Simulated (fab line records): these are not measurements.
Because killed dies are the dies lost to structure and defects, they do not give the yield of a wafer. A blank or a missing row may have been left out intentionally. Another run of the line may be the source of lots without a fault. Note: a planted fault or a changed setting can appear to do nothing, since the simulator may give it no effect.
One fault seen from 2 desks | flow n5-finfet | what lay behind the numbers comes last; until then each desk has only its own

## THE TOOL OWNER'S DESK: rie-diel-06
The tool's own readings at N5_MOL_CONTACT_COAG_ETCH_47 (etches SiNx in CH3F/O2, stops on W, target depth 27 nm): means of the sampled wafers that have a number, for each lot that ran on this tool. Marked OUT: a lot whose mean sits more than 4 standard deviations from the usual mean, which makes it out of limits; the brackets give that distance.
Columns: A = drypump-motor-current-A at N5_MOL_CONTACT_COAG_ETCH_47, usual 5.9 A; B = etch-rf-on-time-s at N5_MOL_CONTACT_COAG_ETCH_47, usual 31.1 s; C = oes-product-au at N5_MOL_CONTACT_COAG_ETCH_47, usual 0.71 a.u.; D = rf-vpp-V at N5_MOL_CONTACT_COAG_ETCH_47, usual 297.9 V; E = showerhead-plenum-p-Torr at N5_MOL_CONTACT_COAG_ETCH_47, usual 2.01 Torr; F = throttle-valve-pct at N5_MOL_CONTACT_COAG_ETCH_47, usual 16.21 %
lot  | first seen here | A   | B              | C    | D     | E    | F
L848 | day 5 15:51     | 6.2 | 31.3           | 0.71 | 296.6 | 1.98 | 16.19
L852 | day 6 12:40     | 5.9 | 41.1 (+22) OUT | 0.59 | 294.2 | 2.00 | 16.16
L853 | day 6 22:23     | 6.2 | 40.9 (+22) OUT | 0.57 | 295.1 | 1.94 | 16.12
L854 | day 7 06:08     | 6.0 | 37.4 (+14) OUT | 0.61 | 294.8 | 1.94 | 16.19
L865 | day 10 00:04    | 6.2 | 31.6           | 0.67 | 296.7 | 1.97 | 16.26
L866 | day 10 06:09    | 6.2 | 31.2           | 0.68 | 295.9 | 1.97 | 16.27
L867 | day 10 07:52    | 6.0 | 31.7           | 0.63 | 294.5 | 1.93 | 16.26
Finding of this desk: L852, L853, L854 out of limits; the first was L852 at day 6 12:40, on etch-rf-on-time-s at N5_MOL_CONTACT_COAG_ETCH_47. L848, L865, L866, L867: within limits.

## METROLOGY DESK
What the gauges read for every lot (on any tool): the sampled wafers with a number, averaged. Marked OUT: a lot whose mean sits more than 4 standard deviations from the usual mean, which makes it out of limits; the brackets give that distance. Of its 11 readings 7 are shown: those that lie furthest out on some lot.
Columns: A = cd-nm at N5_MOL_CONTACT_COAG_CD_MEAS_84, usual 25.09 nm; B = DIBL_N at N5_BEOL_M4_RC_MEAS_101, usual 36.3 mV/V; C = DIBL_P at N5_BEOL_M4_RC_MEAS_101, usual 36.2 mV/V; D = IOFF_N at N5_BEOL_M4_RC_MEAS_101, usual 0.160 nA/um; E = IOFF_P at N5_BEOL_M4_RC_MEAS_101, usual 0.211 nA/um; F = SS_N at N5_BEOL_M4_RC_MEAS_101, usual 71.4 mV/dec; G = SS_P at N5_BEOL_M4_RC_MEAS_101, usual 73.3 mV/dec
lot  | first seen here | A     | B    | C    | D     | E     | F    | G
L848 | day 5 15:06     | 25.15 | 35.3 | 35.6 | 0.154 | 0.199 | 71.3 | 72.7
L852 | day 6 11:49     | 25.12 | 38.0 | 36.5 | 0.145 | 0.215 | 71.4 | 73.3
L853 | day 6 21:41     | 25.25 | 36.2 | 34.5 | 0.143 | 0.197 | 71.0 | 72.7
L854 | day 7 05:04     | 24.95 | 35.5 | 36.5 | 0.163 | 0.214 | 70.7 | 73.3
L863 | day 9 08:40     | 25.27 | 35.7 | 34.5 | 0.158 | 0.194 | 71.2 | 73.0
L864 | day 9 17:45     | 25.10 | 36.1 | 35.5 | 0.160 | 0.216 | 70.5 | 72.9
L865 | day 9 23:22     | 25.00 | 34.8 | 33.8 | 0.143 | 0.179 | 70.7 | 72.8
L866 | day 10 05:27    | 25.00 | 35.0 | 35.8 | 0.134 | 0.188 | 70.9 | 72.3
L867 | day 10 07:03    | 24.79 | 35.1 | 36.8 | 0.147 | 0.212 | 70.9 | 73.3
L869 | day 10 20:36    | 24.79 | 36.3 | 36.0 | 0.146 | 0.210 | 71.4 | 73.8
This desk's finding: nothing out of limits on any of the 10 lots.

## TAKEN TOGETHER
On L852, L853, L854, at day 6 12:40, an alarm was possible from the tool owner's desk.
The metrology desk saw nothing out of limits.
The metrology desk holds a record of L852, L853, L854, inside its limits.
The lots listed all ran N5_MOL_CONTACT_COAG_ETCH_47 on rie-diel-06.

## WHAT THE SIMULATOR HAD INSERTED
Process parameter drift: rie-diel-06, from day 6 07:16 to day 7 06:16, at N5_MOL_CONTACT_COAG_ETCH_47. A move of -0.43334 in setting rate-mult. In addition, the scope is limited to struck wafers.
Lots struck among those shown: L852, L853, L854.
Delay in hours, fault start to first out-of-limits reading, by desk: the tool owner's desk at 5.
